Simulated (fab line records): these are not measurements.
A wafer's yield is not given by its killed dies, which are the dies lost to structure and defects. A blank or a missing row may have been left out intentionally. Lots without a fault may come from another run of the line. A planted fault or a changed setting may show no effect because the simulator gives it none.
Which tool was responsible? + flow n5-finfet + Sampling: 9 lots, 25 wafers, 5 of 1938 route steps

== WHAT THE GAUGES SHOWED, per wafer ==
N5_BEOL_M4_RC_MEAS_101.
| lot  | measured     | on        | DIBL_N (mV/V)  | DIBL_P (mV/V)  | IOFF_N (nA/um) | IOFF_N_85C (nA/um) | IOFF_N_LIN (nA/um) | IOFF_N_LONG (nA/um)        | IOFF_P (nA/um) | IOFF_P_85C (nA/um) | IOFF_P_LIN (nA/um) | IOFF_P_LONG (nA/um)        | ION_N (uA/um) | ION_P (uA/um) | SS_N (mV/dec)  | SS_P (mV/dec)  | VT_N (mV)   | VT_N_LONG (mV)    | VT_N_LVT (mV) | VT_P (mV)            | VT_P_LONG (mV)       | VT_P_LVT (mV)        |
|------|--------------|-----------|----------------|----------------|----------------|--------------------|--------------------|----------------------------|----------------|--------------------|--------------------|----------------------------|---------------|---------------|----------------|----------------|-------------|-------------------|---------------|----------------------|----------------------|----------------------|
| L319 | day 8 23:19  | prober-02 | 37.5 39.7 38.2 | 37.7 40.1 38.4 | 0.16 0.20 0.17 | 3.1 3.7 3.3        | 0.074 0.086 0.077  | 5.62e-05 5.73e-05 5.71e-05 | 0.22 0.25 0.23 | 3.8 4.2 3.9        | 0.104 0.112 0.108  | 0.000107 0.00011 0.000109  | 672 676 673   | 459 464 461   | 71.8 72.6 72.1 | 74.5 74.9 74.8 | 248 248 250 | 273.4 275.9 273.9 | 97 94 96      | -247.8 -246.5 -249.2 | -272.4 -274.8 -272.1 | -96.8 -94.5 -95.1    |
| L324 | day 9 09:58  | prober-02 | 37.3 36.1 35.4 | 35.9 35.1 33.9 | 0.20 0.18 0.17 | 3.9 3.5 3.2        | 0.089 0.082 0.078  | 5.98e-05 6.02e-05 6.07e-05 | 0.24 0.24 0.21 | 4.0 4.1 3.7        | 0.109 0.112 0.103  | 0.000111 0.000118 0.000112 | 665 679 689   | 450 467 470   | 71.8 71.3 71.3 | 73.2 73.1 73.8 | 244 249 246 | 275.8 273.4 273.1 | 95 96 96      | -250.3 -250.9 -248.8 | -273.5 -273.9 -272.3 | -97.7 -96.7 -98.4    |
| L325 | day 10 07:19 | prober-01 | 36.5 38.1 37.2 | 35.9 39.1 37.3 | 0.14 0.18 0.16 | 2.9 3.4 3.2        | 0.067 0.083 0.077  | 5.68e-05 5.48e-05 5.55e-05 | 0.19 0.24 0.21 | 3.4 4.0 3.7        | 0.093 0.109 0.100  | 0.000105 0.000102 0.000104 | 661 683 671   | 453 469 459   | 72.5 72.6 72.4 | 72.6 73.7 73.2 | 251 249 249 | 273.9 274.9 274.0 | 100 96 98     | -252.4 -247.1 -249.2 | -274.5 -273.0 -273.1 | -100.1 -97.2 -97.9   |
| L326 | day 10 11:02 | prober-01 | 36.7 34.2 36.2 | 35.7 33.3 34.4 | 0.15 0.12 0.14 | 3.0 2.5 2.8        | 0.072 0.060 0.066  | 5.38e-05 5.4e-05 5.45e-05  | 0.18 0.16 0.17 | 3.2 2.9 3.0        | 0.086 0.078 0.080  | 9.3e-05 9.7e-05 9.5e-05    | 670 660 665   | 459 451 450   | 70.9 70.6 70.7 | 73.6 72.8 73.2 | 249 252 250 | 277.3 273.6 274.2 | 98 98 99      | -253.0 -255.4 -252.7 | -278.3 -279.9 -278.0 | -101.4 -103.2 -102.2 |
| L328 | day 10 13:52 | prober-01 | 34.3 33.8 31.9 | 35.4 33.2 32.0 | 0.13 0.11 0.10 | 2.7 2.2 2.1        | 0.066 0.050 0.051  | 5.48e-05 5.47e-05 5.64e-05 | 0.20 0.16 0.16 | 3.4 2.9 2.9        | 0.096 0.082 0.082  | 0.000108 0.000102 0.000112 | 664 630 658   | 462 439 459   | 71.3 72.2 71.1 | 72.5 72.7 72.3 | 253 259 255 | 273.6 274.7 274.2 | 102 107 105   | -249.4 -255.7 -251.8 | -273.2 -276.5 -275.8 | -101.0 -103.9 -102.6 |
| L329 | day 11 20:26 | prober-02 | 36.6 37.1 34.2 | 37.2 38.2 34.3 | 0.17 0.18 0.12 | 3.3 3.4 2.5        | 0.078 0.084 0.061  | 5.4e-05 5.48e-05 5.46e-05  | 0.23 0.26 0.18 | 3.9 4.4 3.3        | 0.111 0.122 0.096  | 0.000112 0.000114 0.000113 | 676 684 663   | 463 472 460   | 71.1 71.7 70.6 | 73.9 74.3 72.4 | 250 246 255 | 273.7 275.0 273.9 | 99 96 103     | -246.2 -246.0 -249.6 | -274.9 -271.1 -272.2 | -95.8 -93.2 -96.8    |
| L337 | day 13 08:45 | prober-02 | 36.0 32.4 38.2 | 36.4 33.5 40.1 | 0.01 0.12 0.01 | 0.3 2.5 0.4        | 0.004 0.060 0.005  | 2.26e-05 5.85e-05 2.25e-05 | 0.43 0.16 0.57 | 6.8 3.0 8.5        | 0.213 0.085 0.258  | 0.000208 0.000103 0.00021  | 481 668 512   | 485 463 508   | 72.2 70.2 72.2 | 73.7 72.5 73.2 | 332 250 326 | 355.9 271.9 354.8 | 179 99 173    | -230.6 -252.6 -226.0 | -251.1 -273.2 -250.7 | -77.4 -101.4 -73.7   |
| L339 | day 13 09:24 | prober-01 | 34.6 39.5      | 35.0 41.0      | 0.13 0.01      | 2.6 0.4            | 0.064 0.006        | 5.6e-05 2.13e-05           | 0.18 0.64      | 3.2 9.5            | 0.088 0.279        | 0.000107 0.000218          | 672 514       | 457 510       | 71.8 71.6      | 72.6 74.7      | 252 324     | 275.0 356.6       | 102 174       | -252.3 -223.8        | -274.6 -248.9        | -103.6 -73.5         |
| L341 | day 14 20:04 | prober-01 | 38.1 39.1      | 40.2 40.6      | 0.19 0.01      | 3.6 0.4            | 0.084 0.006        | 5.09e-05 2.08e-05          | 0.21 0.50      | 3.7 7.6            | 0.095 0.219        | 8.9e-05 0.00017            | 671 506       | 457 490       | 71.6 72.8      | 75.2 74.2      | 249 327     | 275.0 354.3       | 95 172        | -250.8 -229.6        | -280.5 -260.9        | -99.5 -76.3          |

== EACH LOT AND THE TOOL THAT RAN IT (in order: tool; ch and the chambers of the sampled wafers; start) ==
| lot  | N5_HKMG_FIN_ETCH_35               | N5_HKMG_FIN_NWFM_ALD_20            | N5_HKMG_FIN_ALD_72            | N5_HKMG_FIN_CMP_94           |
|------|-----------------------------------|------------------------------------|-------------------------------|------------------------------|
| L319 | rie-diel-06 ch 1,2,3, day 4 12:56 | ald-metal-03 ch 0,3, day 4 14:38   | cvd-w-02 ch 0,1, day 4 16:15  | cmp-04 ch 1,2,3, day 4 16:54 |
| L324 | rie-diel-01 ch 0,1, day 5 16:56   | ald-metal-03 ch 2,3, day 5 18:35   | cvd-w-02 ch 0,1, day 5 20:10  | cmp-01 ch 2,3, day 5 20:47   |
| L325 | rie-diel-06 ch 0,2,3, day 5 23:01 | ald-metal-03 ch 0,2,3, day 6 00:40 | cvd-w-01 ch 0,1, day 6 02:12  | cmp-03 ch 0,1,2, day 6 02:53 |
| L326 | rie-diel-01 ch 1,2,3, day 6 09:16 | ald-metal-04 ch 0,1, day 6 10:55   | cvd-w-01 ch 0,1, day 6 12:32  | cmp-04 ch 0,1,2, day 6 13:14 |
| L328 | rie-diel-05 ch 1,2,3, day 6 17:47 | ald-metal-01 ch 0,1, day 6 19:26   | cvd-w-02 ch 0,1, day 6 21:04  | cmp-01 ch 0,2, day 6 21:43   |
| L329 | rie-diel-05 ch 0,1, day 7 09:07   | ald-metal-01 ch 0,1, day 7 10:47   | cvd-w-01 ch 0,1, day 7 12:23  | cmp-04 ch 0,2,3, day 7 13:05 |
| L337 | rie-diel-05 ch 0,1,2, day 8 21:28 | ald-metal-03 ch 1,2,3, day 8 23:08 | cvd-w-02 ch 0,1, day 9 00:41  | cmp-03 ch 0,1,3, day 9 01:22 |
| L339 | rie-diel-06 ch 3, day 9 10:14     | ald-metal-03 ch 0,3, day 9 11:54   | cvd-w-02 ch 0,1, day 9 13:30  | cmp-03 ch 1,3, day 9 14:17   |
| L341 | rie-diel-05 ch 0,2, day 10 01:36  | ald-metal-03 ch 0,1, day 10 03:30  | cvd-w-02 ch 0,1, day 10 05:02 | cmp-04 ch 1,3, day 10 05:43  |
- N5_HKMG_FIN_ETCH_35: etches SOC in N2/H2, target depth 215.8 nm, time 243.4 s.
- N5_HKMG_FIN_NWFM_ALD_20: deposits TiAlC, target thk 2 nm, pulse time 3 s, purge time 2 s.
- N5_HKMG_FIN_ALD_72: deposits W, target thk 2 nm, pulse time 1 s, purge time 2 s.
- N5_HKMG_FIN_CMP_94: polishes, stops on SiNx, t overpolish 4.7 s, target thk 43.299 nm.

== WHAT THE TOOLS THEMSELVES READ (means of the sampled wafers that have a number; where no wafer has one, the mark that the record gives instead) ==
N5_HKMG_FIN_ETCH_35.
| lot  | tool        | drypump-motor-current-A (A) | oes-product-au (a.u.) | rf-vpp-V (V) | showerhead-plenum-p-Torr (Torr) | throttle-valve-pct (%) |
|------|-------------|-----------------------------|-----------------------|--------------|---------------------------------|------------------------|
| L319 | rie-diel-06 | 5.3                         | 0.78                  | 141.4        | 2.53                            | 17.77                  |
| L324 | rie-diel-01 | 5.9                         | 0.71                  | 140.9        | 2.45                            | 17.94                  |
| L325 | rie-diel-06 | 5.5                         | 0.80                  | 141.3        | 2.47                            | 17.77                  |
| L326 | rie-diel-01 | 5.9                         | 0.74                  | 142.3        | 2.57                            | 17.87                  |
| L328 | rie-diel-05 | 6.1                         | 0.80                  | 140.7        | 2.48                            | 17.91                  |
| L329 | rie-diel-05 | 5.7                         | 0.80                  | 141.5        | 2.54                            | 18.01                  |
| L337 | rie-diel-05 | 5.6                         | 0.76                  | 141.7        | 2.55                            | 17.92                  |
| L339 | rie-diel-06 | 4.8                         | 0.78                  | 141.2        | 2.45                            | 17.89                  |
| L341 | rie-diel-05 | 5.4                         | 0.72                  | 141.6        | 2.58                            | 17.89                  |

N5_HKMG_FIN_NWFM_ALD_20.
| lot  | tool         | heater-power-w (W) | precursor-pulse-height-rel |
|------|--------------|--------------------|----------------------------|
| L319 | ald-metal-03 | 509                | 0.993                      |
| L324 | ald-metal-03 | 498                | 0.990                      |
| L325 | ald-metal-03 | 524                | 0.994                      |
| L326 | ald-metal-04 | 474                | 1.016                      |
| L328 | ald-metal-01 | 464                | 0.999                      |
| L329 | ald-metal-01 | 441                | 0.996                      |
| L337 | ald-metal-03 | 462                | 1.028                      |
| L339 | ald-metal-03 | 529                | 0.987                      |
| L341 | ald-metal-03 | 500                | 0.974                      |

N5_HKMG_FIN_ALD_72.
| lot  | tool     | heater-power-w (W) | precursor-pulse-height-rel |
|------|----------|--------------------|----------------------------|
| L319 | cvd-w-02 | 473                | 1.009                      |
| L324 | cvd-w-02 | 464                | 0.989                      |
| L325 | cvd-w-01 | 583                | 0.998                      |
| L326 | cvd-w-01 | 587                | 0.980                      |
| L328 | cvd-w-02 | 467                | 1.011                      |
| L329 | cvd-w-01 | 543                | 0.985                      |
| L337 | cvd-w-02 | 469                | 1.009                      |
| L339 | cvd-w-02 | 471                | 0.982                      |
| L341 | cvd-w-02 | 469                | 0.993                      |

N5_HKMG_FIN_CMP_94.
| lot  | tool   | motor-current-A (A) | platen-rpm (rpm) | retaining-ring-pressure-frac |
|------|--------|---------------------|------------------|------------------------------|
| L319 | cmp-04 | 12.7                | 50.29            | 1.001                        |
| L324 | cmp-01 | 13.2                | 50.29            | 1.000                        |
| L325 | cmp-03 | 12.2                | 50.28            | 1.001                        |
| L326 | cmp-04 | 12.3                | 50.29            | 1.005                        |
| L328 | cmp-01 | 12.0                | 50.30            | 1.004                        |
| L329 | cmp-04 | 13.5                | 50.29            | 1.002                        |
| L337 | cmp-03 | 12.7                | 50.28            | 1.002                        |
| L339 | cmp-03 | 13.4                | 50.27            | 0.997                        |
| L341 | cmp-04 | 12.8                | 50.30            | 1.000                        |

== THE ANSWER, worked out from the rows above alone ==
Rule: the usual values come from the lots themselves. Put in order of their means at a reading, lots are off if they are a third of the lots or fewer, leave a main group of 4 or more, and stand apart from it by a gap of 3 or more times the standard deviation of the main group's means; of several such gaps the widest counts. The tables above print the reading to a certain number of digits; a main group whose means all agree to those digits is not used. A lot without any number at a reading at which 4 lots or more have one is off too. Any other lot the step has rows for is counted as sound. The gauges are gone through in route order, then the tools' own readings, and for those a lot's mean is taken as printed above. At the first step where some lot is off, the reading lying furthest off is the one used; lots without a number count as furthest.
Off: L337, L339, L341, seen at N5_BEOL_M4_RC_MEAS_101 (VT_N_LONG). The main group: mean 274.4 mV, standard deviation 0.31.
If a tool, at a process step before that reading, ran all the lots that are off and no sound lot after the first of them, it fits. The gauges at N5_BEOL_M4_RC_MEAS_101 are tried like those tools. Can't be told from this: 2 tools fit, ald-metal-03 at N5_HKMG_FIN_NWFM_ALD_20, cvd-w-02 at N5_HKMG_FIN_ALD_72.

== WHAT THE SIMULATOR HAD INSERTED ==
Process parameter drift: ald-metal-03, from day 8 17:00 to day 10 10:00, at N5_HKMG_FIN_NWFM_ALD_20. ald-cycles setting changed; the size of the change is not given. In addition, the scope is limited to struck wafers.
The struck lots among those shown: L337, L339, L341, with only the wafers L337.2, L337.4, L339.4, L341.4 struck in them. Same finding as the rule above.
